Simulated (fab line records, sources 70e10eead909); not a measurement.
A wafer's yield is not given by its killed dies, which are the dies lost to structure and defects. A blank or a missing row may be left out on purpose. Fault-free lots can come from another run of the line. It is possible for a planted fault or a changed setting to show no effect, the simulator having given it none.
fab line records -- flow nandHarc
record: lots: 6, wafers: 18, lastDay: 32
route steps=1302 shown A_CHANNEL_HOLE_D1@456 END@1302
lots untouched by any fault: they come from a run of this same line in which no faults occurred
startH: start of the lot's first displayed wafer, in hours after the record's first day -- waitH: hours elapsed since this lot's preceding step -- " as in the row above -- L1.1+2: a single row standing in for several wafers -- - no value, or no start was given -- * or withheld: withheld -- < > ~ a bound
route shown NAME@n: NAME is a module with steps in the file, n the number in the route of the first one -- usual: mean/standard deviation of fault-free wafers -- same: alike in all rows -- chamber/n: place in a boat -- sites: readings site by site -- _std_site: the standard deviation of these -- _edge_site: inner sites' mean taken away from outer sites' mean -- radiusMm: for every site, how far away it sits from the centre of the wafer -- mask NAME#n: copy n -- behind: the tool/chamber that last shaped the wafer -- hold: why the lot went on hold/how many hours it stayed there/how the hold came to an end -- device: the n, p or np transistor that did not switch -- end of line: at the end of the route, the tests of the same wafers -- where a step has no rows: the recipe by itself -- killed: dies that structure and defects cost at the first sort, which is not the same as the wafer's yield -- map: a wafer's dies, x killed, . not, _ none there
set.NAME: the setting as run; set.NAME@STEP: as run at that earlier step -- model.NAME: the simulator's own value behind a step, which no gauge read
lots at selected steps of the route; one table per step, one row per wafer
services: from which hour (startH, from the record's first day; less than 0 if before it) a tool's chamber was out of use, for how many hours, and why
== steps ==
step: NHARC_A_CHANNEL_HOLE_D1_COAT_04
recipe: spinRpm: 1500, resistThkNm: 90
step: NHARC_A_CHANNEL_HOLE_D1_SOFTBAKE_05
recipe: tempC: 105, timeS: 55
step: NHARC_A_CHANNEL_HOLE_D1_EBR_06
step: NHARC_A_CHANNEL_HOLE_D1_EXPOSE_07
recipe: na: 1.35, targetCdNm: 100, sigmaOuter: 0.3, doseMj: 59.65, maskId: HOLE_D1
step: NHARC_A_CHANNEL_HOLE_D1_PEB_08
recipe: pebTempC: 100, pebTimeS: 65
step: NHARC_A_CHANNEL_HOLE_D1_DEVELOP_09
recipe: developTimeS: 35, devTempC: 23
step: NHARC_A_CHANNEL_HOLE_D1_CD_MEAS_10
recipe: targetCdNm: 100, landingEnergyEv: 500
usual: cdNm: 99.9/0.65
lot.wafer,tool,chamber,startH,waitH,cdNm
L595.2,cdSem-01,0,248.16,-,100.7
L595.4,cdSem-01,0,248.16,-,100.7
L595.6,cdSem-01,0,248.16,-,100.2
L596.2,cdSem-03,0,262.85,-,100.2
L596.5,cdSem-03,0,262.85,-,100.1
L596.6,cdSem-03,0,262.85,-,99.1
L597.1,cdSem-01,0,269.75,-,100.7
L597.3,cdSem-01,0,269.75,-,101.0
L597.6,cdSem-01,0,269.75,-,100.5
L598.2,cdSem-01,0,278.90,-,99.5
L598.5,cdSem-01,0,278.90,-,98.8
L598.6,cdSem-01,0,278.90,-,99.9
L609.2,cdSem-01,0,387.66,-,99.9
L609.4,cdSem-01,0,387.66,-,99.3
L609.6,cdSem-01,0,387.66,-,100.1
L610.3,cdSem-02,0,396.46,-,98.0
L610.5,cdSem-02,0,396.46,-,99.0
L610.6,cdSem-02,0,396.46,-,99.1
step: NHARC_A_CHANNEL_HOLE_D1_OVL_MEAS_11
usual: overlayXNm: 0.0/0.74, overlayYNm: -0.1/0.85
lot.wafer,tool,chamber,startH,waitH,overlayXNm,overlayYNm
L595.2,overlay-01,-,248.25,-,1.1,0.3
L595.4,overlay-01,-,248.25,-,1.5,0.1
L595.6,overlay-01,-,248.25,-,1.8,0.1
L596.2,overlay-01,-,262.94,-,-0.6,-0.6
L596.5,overlay-01,-,262.94,-,-1.0,0.5
L596.6,overlay-01,-,262.94,-,-0.4,-0.3
L597.1,overlay-02,-,269.83,-,-0.3,-0.2
L597.3,overlay-02,-,269.83,-,-0.4,0.3
L597.6,overlay-02,-,269.83,-,0.0,0.3
L598.2,overlay-01,-,278.99,-,-0.9,-1.3
L598.5,overlay-01,-,278.99,-,-1.2,-0.8
L598.6,overlay-01,-,278.99,-,-1.3,-1.1
L609.2,overlay-01,-,387.75,-,-0.1,-0.3
L609.4,overlay-01,-,387.75,-,-0.3,-0.2
L609.6,overlay-01,-,387.75,-,-0.4,-0.4
L610.3,overlay-02,-,396.54,-,-0.4,0.5
L610.5,overlay-02,-,396.54,-,0.1,0.5
L610.6,overlay-02,-,396.54,-,-0.2,1.1
step: NHARC_A_CHANNEL_HOLE_D1_INSPECT_12
usual: rawDefectCount: 6/3.2
lot.wafer,tool,chamber,startH,waitH,rawDefectCount
L595.2,defectInspect-02,-,248.29,0.0,4
L595.4,defectInspect-02,-,248.29,0.0,10
L595.6,defectInspect-02,-,248.29,0.0,8
L596.2,defectInspect-01,-,262.98,0.0,12
L596.5,defectInspect-01,-,262.98,0.0,14
L596.6,defectInspect-01,-,262.98,0.0,5
L597.1,defectInspect-02,-,269.87,0.0,4
L597.3,defectInspect-02,-,269.87,0.0,12
L597.6,defectInspect-02,-,269.87,0.0,7
L598.2,defectInspect-02,-,279.02,0.0,4
L598.5,defectInspect-02,-,279.02,0.0,3
L598.6,defectInspect-02,-,279.02,0.0,3
L609.2,defectInspect-02,-,387.78,0.0,1
L609.4,defectInspect-02,-,387.78,0.0,3
L609.6,defectInspect-02,-,387.78,0.0,4
L610.3,defectInspect-02,-,396.58,0.0,8
L610.5,defectInspect-02,-,396.58,0.0,7
L610.6,defectInspect-02,-,396.58,0.0,8
step: NHARC_A_CHANNEL_HOLE_D1_DESCUM_15
recipe: timeS: 3, o2FlowSccm: 200, arFlowSccm: 0, biasPowerW: 0, chemistry: O2
usual: drypumpMotorCurrentA: 5.7/0.46, oesProductAu: 1.002/0.013, rfVppV: 57.9/0.94, showerheadPlenumPTorr: 1.92/0.1, throttleValvePct: 11.310/0.0096
lot.wafer,tool,chamber,startH,waitH,drypumpMotorCurrentA,oesProductAu,rfHoursCounterH,rfVppV,showerheadPlenumPTorr,throttleValvePct
L595.2,rieDiel-06,3,248.35,0.1,5.4,0.998,40,57.7,1.76,11.316
L595.6,rieDiel-06,1,248.35,0.1,4.9,1.009,-,57.7,1.88,11.309
L595.4,rieDiel-06,2,248.35,0.1,5.7,1.002,-,57.5,1.77,11.298
L596.2,rieDiel-07,2,263.05,0.1,5.7,1.011,8,57.1,1.78,11.298
L596.6,rieDiel-07,0,263.05,0.1,6.1,0.978,-,58.8,2.04,11.318
L596.5,rieDiel-07,1,263.05,0.1,6.4,0.999,-,56.3,1.93,11.319
L597.1,rieDiel-09,0,269.94,0.1,5.8,1.000,39,58.7,2.06,11.309
L597.3,rieDiel-09,1,269.94,0.1,5.5,1.013,37,57.1,1.84,11.310
L597.6,rieDiel-09,0,269.94,0.1,5.8,0.998,-,58.6,2.06,11.312
L598.2,rieDiel-07,2,279.09,0.1,5.7,0.995,10,57.7,1.78,11.315
L598.5,rieDiel-07,1,279.09,0.1,6.4,0.991,-,58.0,1.93,11.317
L598.6,rieDiel-07,2,279.09,0.1,5.7,0.994,-,56.9,1.78,11.306
L609.4,rieDiel-09,2,387.84,0.1,5.5,1.011,18,57.5,1.84,11.305
L609.2,rieDiel-09,3,387.84,0.1,4.8,1.002,16,57.7,1.92,11.306
L609.6,rieDiel-09,2,387.84,0.1,5.6,1.011,-,58.6,1.84,11.310
L610.3,rieDiel-07,0,396.66,0.1,6.2,0.989,7,59.6,2.04,11.299
L610.6,rieDiel-07,1,396.66,0.1,6.4,1.008,-,57.5,1.92,11.309
L610.5,rieDiel-07,2,396.66,0.1,5.7,1.015,-,56.6,1.78,11.316
step: NHARC_A_CHANNEL_HOLE_D1_ETCH_38
recipe: targetDepthA: 390, overEtchFrac: 0.3, timeS: 65, ionEnergyEv: 80, cf4FlowSccm: 150, arFlowSccm: 0, rfW: 300, biasW: 100, chemistry: CF4
usual: biasW: 99.96/0.28, cf4FlowSccm: 149.9/0.45, drypumpMotorCurrentA: 5.7/0.48, oesProductAu: 1.002/0.013, rfFwdPowerW: 297.1/1.2, rfVppV: 151.2/1.3, showerheadPlenumPTorr: 1.77/0.085, throttleValvePct: 13.283/0.0099
lot.wafer,tool,chamber,startH,waitH,biasW,cf4FlowSccm,drypumpMotorCurrentA,oesProductAu,rfFwdPowerW,rfHoursCounterH,rfVppV,showerheadPlenumPTorr,throttleValvePct
L595.2,rieDiel-06,2,248.46,0.1,99.94,149.8,5.7,1.017,298.5,42,150.9,1.64,13.293
L595.6,rieDiel-06,1,248.46,0.1,100.05,149.4,4.9,1.024,296.1,-,151.1,1.74,13.282
L595.4,rieDiel-06,2,248.46,0.1,100.20,149.7,5.7,1.004,299.3,-,150.3,1.64,13.284
L596.2,rieDiel-07,0,263.13,0.1,100.01,149.4,6.2,0.975,296.6,12,151.9,1.88,13.266
L596.6,rieDiel-07,2,263.13,0.1,99.90,149.9,5.7,1.002,298.2,-,148.6,1.66,13.284
L596.5,rieDiel-07,3,263.13,0.1,100.32,149.6,6.1,1.001,296.5,-,152.2,1.81,13.276
L597.3,rieDiel-09,1,270.02,0.1,99.91,151.0,5.5,1.023,299.2,37,151.2,1.70,13.278
L597.1,rieDiel-09,2,270.02,0.1,100.23,149.6,5.6,1.001,296.6,37,150.8,1.71,13.283
L597.6,rieDiel-09,1,270.02,0.1,99.73,150.6,5.5,1.018,297.1,-,149.8,1.70,13.281
L598.2,rieDiel-07,0,279.19,0.1,100.21,149.7,6.1,0.983,295.3,13,153.4,1.88,13.293
L598.5,rieDiel-07,1,279.19,0.1,99.39,150.5,6.4,0.987,297.9,-,151.3,1.78,13.292
L598.6,rieDiel-07,2,279.19,0.1,99.97,149.5,5.7,0.998,298.4,-,150.5,1.66,13.272
L609.4,rieDiel-09,2,387.93,0.1,99.50,150.7,5.6,1.001,296.4,18,151.0,1.70,13.289
L609.2,rieDiel-09,0,387.93,0.1,99.96,149.5,5.8,1.009,296.3,17,150.9,1.89,13.277
L609.6,rieDiel-09,2,387.93,0.1,99.65,149.9,5.6,1.005,297.0,-,150.5,1.70,13.281
L610.3,rieDiel-07,0,396.72,0.1,100.23,150.4,6.1,0.997,296.5,7,153.3,1.88,13.279
L610.6,rieDiel-07,0,396.72,0.1,99.43,150.1,6.2,0.999,296.1,-,151.6,1.88,13.278
L610.5,rieDiel-07,1,396.72,0.1,99.70,149.5,6.4,1.009,297.9,-,151.4,1.78,13.270
step: NHARC_A_CHANNEL_HOLE_D1_ETCH_39
recipe: targetDepthA: 2600, overEtchFrac: 0.3, timeS: 325, ionEnergyEv: 200, n2FlowSccm: 150, h2FlowSccm: 150, arFlowSccm: 0, rfW: 400, biasW: 150, chemistry: N2/H2
usual: biasW: 149.9/0.41, chamberPressureMTorr: 29.998/0.027, drypumpMotorCurrentA: 5.7/0.47, oesProductAu: 1.001/0.012, rfFwdPowerW: 399.2/1.2, rfVppV: 431/3.3, showerheadPlenumPTorr: 2.05/0.11, throttleValvePct: 14.172/0.009
lot.wafer,tool,chamber,startH,waitH,biasW,chamberPressureMTorr,drypumpMotorCurrentA,oesProductAu,rfFwdPowerW,rfHoursCounterH,rfVppV,showerheadPlenumPTorr,throttleValvePct
L595.2,rieDiel-06,3,-,-,150.1,30.002,5.4,1.005,400.3,40,426,1.88,14.181
L595.6,rieDiel-06,3,-,-,150.2,29.984,5.4,0.990,400.9,-,425,1.88,14.165
L595.4,rieDiel-06,1,-,-,150.6,30.007,4.8,1.016,397.8,-,429,2.00,14.175
L596.2,rieDiel-07,2,-,-,149.8,29.966,5.7,1.019,399.3,8,428,1.90,14.155
L596.6,rieDiel-07,1,-,-,149.9,30.058,6.4,0.985,399.3,-,430,2.05,14.171
L596.5,rieDiel-07,2,-,-,150.8,29.959,5.7,1.011,399.5,-,428,1.90,14.181
L597.1,rieDiel-09,2,-,-,149.2,29.996,5.6,1.001,397.6,37,428,1.97,14.174
L597.3,rieDiel-09,3,-,-,150.3,29.980,4.9,1.019,399.7,44,431,2.06,14.149
L597.6,rieDiel-09,3,-,-,150.2,30.013,4.9,1.015,398.7,-,432,2.06,14.162
L598.2,rieDiel-07,2,-,-,149.8,29.999,5.8,1.005,397.8,10,427,1.90,14.173
L598.6,rieDiel-07,2,-,-,150.4,30.020,5.7,1.003,398.3,-,428,1.90,14.170
L598.5,rieDiel-07,3,-,-,149.7,29.982,6.1,1.011,397.0,-,432,2.09,14.176
L609.4,rieDiel-09,1,-,-,150.7,30.033,5.4,1.014,398.1,19,427,1.95,14.174
L609.2,rieDiel-09,3,-,-,150.7,30.032,4.9,1.004,399.8,16,432,2.05,14.167
L609.6,rieDiel-09,2,-,-,150.1,29.998,5.5,1.006,398.9,-,428,1.96,14.170
L610.3,rieDiel-07,2,-,-,150.2,29.995,5.7,1.009,398.5,8,426,1.89,14.196
L610.5,rieDiel-07,1,-,-,149.1,30.020,6.4,1.013,401.1,-,430,2.05,14.176
L610.6,rieDiel-07,2,-,-,149.9,30.013,5.7,1.009,398.9,-,426,1.89,14.181
step: NHARC_A_CHANNEL_HOLE_D1_ETCH_34
recipe: targetDepthA: 1540, timeS: 77, cf4FlowSccm: 100, chf3FlowSccm: 30, arFlowSccm: 0, rfW: 500, biasW: 200, chemistry: CF4/CHF3
usual: biasW: 200.0/0.62, cf4FlowSccm: 100.0/0.31, drypumpMotorCurrentA: 5.7/0.46, oesProductAu: 0.963/0.02, rfFwdPowerW: 496.0/2.1, rfVppV: 370.6/2.7, showerheadPlenumPTorr: 1.57/0.078, throttleValvePct: 16.802/0.009
lot.wafer,tool,chamber,startH,waitH,biasW,cf4FlowSccm,drypumpMotorCurrentA,oesProductAu,rfFwdPowerW,rfHoursCounterH,rfVppV,showerheadPlenumPTorr,throttleValvePct
L595.2,rieDiel-06,1,248.91,-,199.8,100.0,4.8,0.976,493.5,38,370.4,1.55,16.823
L595.6,rieDiel-06,2,248.91,-,198.6,100.4,5.7,0.966,497.5,-,366.8,1.46,16.803
L595.4,rieDiel-06,1,248.91,-,200.4,100.0,4.9,0.970,493.4,-,369.2,1.54,16.807
L596.2,rieDiel-07,3,263.47,-,-,-,-,-,-,-,-,-,-
L596.5,rieDiel-07,2,263.47,-,-,-,-,-,-,-,-,-,-
L596.6,rieDiel-07,3,263.47,-,-,-,-,-,-,-,-,-,-
L597.3,rieDiel-09,3,270.42,-,-,-,-,-,-,-,-,-,-
L597.1,rieDiel-09,1,270.42,-,-,-,-,-,-,-,-,-,-
L597.6,rieDiel-09,2,270.42,-,-,-,-,-,-,-,-,-,-
L598.2,rieDiel-07,1,279.52,-,201.0,100.4,6.4,0.964,495.4,14,371.2,1.58,16.813
L598.6,rieDiel-07,0,279.52,-,200.5,99.7,6.1,0.964,493.5,-,374.2,1.67,16.815
L598.5,rieDiel-07,1,279.52,-,200.6,100.6,6.4,0.969,496.2,-,370.0,1.58,16.802
L609.2,rieDiel-09,2,388.27,-,200.3,100.3,5.6,0.931,494.8,18,369.1,1.52,16.829
L609.4,rieDiel-09,1,388.27,-,199.3,99.7,5.5,0.939,498.7,19,368.8,1.51,16.801
L609.6,rieDiel-09,3,388.27,-,199.8,99.9,4.9,0.921,497.5,-,371.4,1.58,16.808
L610.3,rieDiel-07,3,397.08,-,198.8,99.5,6.1,0.966,494.9,8,372.2,1.60,16.796
L610.6,rieDiel-07,1,397.08,-,200.1,99.9,6.4,0.968,496.6,-,370.6,1.58,16.805
L610.5,rieDiel-07,2,397.08,-,199.3,99.8,5.8,0.980,498.2,-,367.1,1.47,16.813
step: NHARC_A_CHANNEL_HOLE_D1_ETCH_16
recipe: targetDepthA: 31000, overEtchFrac: 0.3, timeS: 806, ionEnergyEv: 150, o2FlowSccm: 400, cosFlowSccm: 20, arFlowSccm: 0, rfW: 500, biasW: 300, chemistry: O2/COS
usual: biasW: 300.1/0.92, chamberPressureMTorr: 20.000/0.018, drypumpMotorCurrentA: 5.8/0.48, oesProductAu: 1.000/0.013, rfFwdPowerW: 499.5/1.4, rfVppV: 314.2/2.3, showerheadPlenumPTorr: 3.13/0.16, throttleValvePct: 28.330/0.0083
lot.wafer,tool,chamber,startH,waitH,biasW,chamberPressureMTorr,drypumpMotorCurrentA,oesProductAu,rfFwdPowerW,rfHoursCounterH,rfVppV,showerheadPlenumPTorr,throttleValvePct
L595.2,rieDiel-06,2,-,-,301.0,19.994,5.7,1.004,501.4,43,311.1,2.90,28.334
L595.4,rieDiel-06,1,-,-,301.3,19.995,4.9,1.009,498.0,-,312.0,3.06,28.331
L595.6,rieDiel-06,2,-,-,300.8,19.983,5.7,1.011,500.2,-,310.1,2.90,28.340
L596.2,rieDiel-07,0,-,-,298.5,19.992,6.2,0.983,501.0,12,318.3,3.32,28.333
L596.6,rieDiel-07,1,-,-,300.5,19.998,6.4,0.999,500.4,-,314.0,3.14,28.353
L596.5,rieDiel-07,2,-,-,300.6,19.993,5.7,1.001,500.0,-,311.5,2.92,28.327
L597.3,rieDiel-09,1,-,-,299.9,20.012,5.5,1.010,500.0,37,314.1,3.00,28.320
L597.1,rieDiel-09,2,-,-,300.8,20.009,5.6,0.988,498.9,37,311.8,3.02,28.326
L597.6,rieDiel-09,3,-,-,299.7,19.985,4.8,1.018,498.8,-,313.6,3.15,28.331
L598.2,rieDiel-07,1,-,-,299.9,20.025,6.4,0.988,498.0,14,315.3,3.14,28.330
L598.5,rieDiel-07,0,-,-,299.3,20.001,6.2,0.975,497.6,-,318.5,3.32,28.338
L598.6,rieDiel-07,1,-,-,300.8,20.012,6.4,0.988,499.4,-,313.5,3.14,28.325
L609.2,rieDiel-09,0,-,-,298.7,20.009,5.8,1.017,500.3,17,315.1,3.34,28.329
L609.4,rieDiel-09,2,-,-,301.4,19.999,5.6,1.006,500.8,18,313.8,3.01,28.332
L609.6,rieDiel-09,1,-,-,299.0,19.981,5.5,1.017,498.0,-,311.1,2.99,28.328
L610.3,rieDiel-07,1,-,-,300.8,20.013,6.4,1.002,500.6,8,314.4,3.14,28.338
L610.5,rieDiel-07,1,-,-,302.0,20.022,6.4,1.006,500.1,-,313.7,3.14,28.335
L610.6,rieDiel-07,2,-,-,299.4,19.980,5.7,1.014,501.4,-,312.0,2.92,28.337
step: NHARC_END_SORT_01
recipe: tempC: 25
usual: killedAtArray: 59/17, killedAtOther: 0.9/1.6, killedAtPeriphery: 3.7/2.3, killedDies: 64/17, killedOpen: 3.3/1.8, killedShort: 2.4/1.6
same: grossDies: 677
lot.wafer,tool,chamber,startH,waitH,killedAtArray,killedAtOther,killedAtPeriphery,killedDies,killedOpen,killedShort
L596.2,prober-02,0,645.51,2.8,670,0,7,677,2,2
L596.5,prober-02,0,647.91,3.7,669,0,8,677,4,0
L596.6,prober-02,0,648.70,4.0,674,0,3,677,2,2
L597.1,prober-01,0,667.03,2.5,668,4,5,677,3,1
L597.3,prober-01,0,668.59,3.1,670,3,4,677,7,1
L597.6,prober-01,0,670.93,3.9,670,4,3,677,3,4
killed by level:class
L596.2 A_CHANNEL_HOLE_D1:areaEtch=606 A_SLIT:chamberFilmFlake=31 A_CHANNEL_HOLE_D2:chamberFilmFlake=8 A_STAIRCASE:chamberFilmFlake=6 A_CHANNEL_HOLE_D1:chamberFilmFlake=4 A_CONTACT:chamberFilmFlake=4 P_BONDPAD:chamberFilmFlake=3 A_ZERO_WELL:chamberFilmFlake=3
L596.5 A_CHANNEL_HOLE_D1:areaEtch=612 A_SLIT:chamberFilmFlake=31 A_CHANNEL_HOLE_D2:chamberFilmFlake=7 A_CHANNEL_HOLE_D1:chamberFilmFlake=5 A_STAIRCASE:chamberFilmFlake=4 P_GATE:chamberFilmFlake=3 P_BONDPAD:chamberFilmFlake=3 A_CHANNEL_FILL_D1:chamberFilmFlake=3
L596.6 A_CHANNEL_HOLE_D1:areaEtch=618 A_SLIT:chamberFilmFlake=26 A_CHANNEL_HOLE_D2:chamberFilmFlake=8 A_STAIRCASE:chamberFilmFlake=7 A_CHANNEL_FILL_D1:chamberFilmFlake=3 A_ZERO_WELL:chamberFilmFlake=2 A_CHANNEL_HOLE_D1:chamberFilmFlake=2 A_WL_FILL:chamberFilmFlake=2
L597.1 A_CHANNEL_HOLE_D1:areaEtch=602 A_CHANNEL_HOLE_D1:chamberFilmFlake=33 A_CHANNEL_HOLE_D2:chamberFilmFlake=14 A_SGD_CUT:chamberFilmFlake=6 A_STAIRCASE:chamberFilmFlake=6 THIN_TSV:chamberFilmFlake=4 P_ZERO_WELL:chamberFilmFlake=3 A_CHANNEL_FILL_D2:chamberFilmFlake=2
L597.3 A_CHANNEL_HOLE_D1:areaEtch=601 A_CHANNEL_HOLE_D1:chamberFilmFlake=28 A_CHANNEL_HOLE_D2:chamberFilmFlake=19 A_SGD_CUT:chamberFilmFlake=6 A_CHANNEL_FILL_D2:chamberFilmFlake=5 THIN_TSV:chamberFilmFlake=3 A_WL_FILL:geometricParticle:open=3 P_M1:geometricParticle:open=2
L597.6 A_CHANNEL_HOLE_D1:areaEtch=604 A_CHANNEL_HOLE_D1:chamberFilmFlake=27 A_CHANNEL_HOLE_D2:chamberFilmFlake=18 A_STAIRCASE:chamberFilmFlake=5 THIN_TSV:chamberFilmFlake=4 A_CHANNEL_FILL_D2:chamberFilmFlake=3 A_ONON_D1:geometricParticle:open=2 P_GATE:chamberFilmFlake=2
map L596.2 (x killed, . not)
____________x____________
_________xxxxxxx_________
_______xxxxxxxxxxx_______
______xxxxxxxxxxxxx______
_____xxxxxxxxxxxxxxx_____
____xxxxxxxxxxxxxxxxx____
____xxxxxxxxxxxxxxxxx____
___xxxxxxxxxxxxxxxxxxx___
___xxxxxxxxxxxxxxxxxxx___
__xxxxxxxxxxxxxxxxxxxxx__
__xxxxxxxxxxxxxxxxxxxxx__
_xxxxxxxxxxxxxxxxxxxxxxx_
_xxxxxxxxxxxxxxxxxxxxxxx_
_xxxxxxxxxxxxxxxxxxxxxxx_
_xxxxxxxxxxxxxxxxxxxxxxx_
_xxxxxxxxxxxxxxxxxxxxxxx_
xxxxxxxxxxxxxxxxxxxxxxxxx
xxxxxxxxxxxxxxxxxxxxxxxxx
xxxxxxxxxxxxxxxxxxxxxxxxx
xxxxxxxxxxxxxxxxxxxxxxxxx
xxxxxxxxxxxxxxxxxxxxxxxxx
_xxxxxxxxxxxxxxxxxxxxxxx_
_xxxxxxxxxxxxxxxxxxxxxxx_
_xxxxxxxxxxxxxxxxxxxxxxx_
_xxxxxxxxxxxxxxxxxxxxxxx_
_xxxxxxxxxxxxxxxxxxxxxxx_
__xxxxxxxxxxxxxxxxxxxxx__
__xxxxxxxxxxxxxxxxxxxxx__
___xxxxxxxxxxxxxxxxxxx___
___xxxxxxxxxxxxxxxxxxx___
____xxxxxxxxxxxxxxxxx____
____xxxxxxxxxxxxxxxxx____
_____xxxxxxxxxxxxxxx_____
______xxxxxxxxxxxxx______
_______xxxxxxxxxxx_______
_________xxxxxxx_________
____________x____________
map L597.1 (x killed, . not)
____________x____________
_________xxxxxxx_________
_______xxxxxxxxxxx_______
______xxxxxxxxxxxxx______
_____xxxxxxxxxxxxxxx_____
____xxxxxxxxxxxxxxxxx____
____xxxxxxxxxxxxxxxxx____
___xxxxxxxxxxxxxxxxxxx___
___xxxxxxxxxxxxxxxxxxx___
__xxxxxxxxxxxxxxxxxxxxx__
__xxxxxxxxxxxxxxxxxxxxx__
_xxxxxxxxxxxxxxxxxxxxxxx_
_xxxxxxxxxxxxxxxxxxxxxxx_
_xxxxxxxxxxxxxxxxxxxxxxx_
_xxxxxxxxxxxxxxxxxxxxxxx_
_xxxxxxxxxxxxxxxxxxxxxxx_
xxxxxxxxxxxxxxxxxxxxxxxxx
xxxxxxxxxxxxxxxxxxxxxxxxx
xxxxxxxxxxxxxxxxxxxxxxxxx
xxxxxxxxxxxxxxxxxxxxxxxxx
xxxxxxxxxxxxxxxxxxxxxxxxx
_xxxxxxxxxxxxxxxxxxxxxxx_
_xxxxxxxxxxxxxxxxxxxxxxx_
_xxxxxxxxxxxxxxxxxxxxxxx_
_xxxxxxxxxxxxxxxxxxxxxxx_
_xxxxxxxxxxxxxxxxxxxxxxx_
__xxxxxxxxxxxxxxxxxxxxx__
__xxxxxxxxxxxxxxxxxxxxx__
___xxxxxxxxxxxxxxxxxxx___
___xxxxxxxxxxxxxxxxxxx___
____xxxxxxxxxxxxxxxxx____
____xxxxxxxxxxxxxxxxx____
_____xxxxxxxxxxxxxxx_____
______xxxxxxxxxxxxx______
_______xxxxxxxxxxx_______
_________xxxxxxx_________
____________x____________
== services ==
tool,chamber,startH,hours,kind
rieDiel-06,0,246.48,13.1,repair
rieDiel-07,0,248.33,-,clean
rieDiel-07,1,248.33,-,clean
rieDiel-07,2,248.33,-,clean
rieDiel-07,3,248.33,-,clean
rieDiel-06,1,253.98,13.5,repair
rieDiel-07,0,272.83,-,clean
rieDiel-07,1,272.83,-,clean
rieDiel-07,2,272.83,-,clean
rieDiel-07,3,272.83,-,clean
rieDiel-09,-,283.06,2.2,repair
rieDiel-07,1,286.75,2.1,repair
rieDiel-07,-,294.24,9.0,pm
rieDiel-07,0,294.24,9.0,ventCycle
rieDiel-07,1,294.24,9.0,ventCycle
rieDiel-07,2,294.24,9.0,ventCycle
rieDiel-07,3,294.24,9.0,ventCycle
rieDiel-07,0,303.24,-,clean
rieDiel-06,-,307.44,9.0,pm
rieDiel-09,3,310.25,9.1,repair
rieDiel-09,-,322.68,9.0,pm
rieDiel-07,1,331.49,1.4,repair
rieDiel-07,1,370.03,4.8,repair
rieDiel-06,2,377.73,5.2,repair
== key ==
firstSign: step: NHARC_A_CHANNEL_HOLE_D1_ETCH_34, reading: toolRecord, direction: missing
effect: step: NHARC_END_SORT_01, reading: killedAtArray, direction: up, sigmas: 37, usual: 59, struck: 670
moreKillsBornAt: NHARC_A_CHANNEL_HOLE_D1_ETCH_34@rieDiel-07: 1836, NHARC_A_CHANNEL_HOLE_D1_ETCH_34@rieDiel-09: 1807
metAt NHARC_A_CHANNEL_HOLE_D1_ETCH_34
struckWafers L596.2,L596.5,L596.6,L597.1,L597.3,L597.6
laterRowsLeftOut L596.2,L596.5,L596.6,L597.1,L597.3,L597.6
testerLeftOut L596,L597
fault: kind: skippedStepWhole, tool: rieDiel-07,rieDiel-09, chamber: -, onsetH: 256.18, steps: NHARC_A_CHANNEL_HOLE_D1_ETCH_34, scope: struckLotsOnly
testerLeftOut: of these lots the tester's yield and bins aren't shown, on N5 and GAA mostly nor the transistor test; their killed dies are dies lost to structure and defects alone, not to doping, threshold or leakage, so they don't give the yield
laterRowsLeftOut: the simulator's readings of these wafers behind a module that went badly wrong aren't trusted and aren't shown, but for the sort
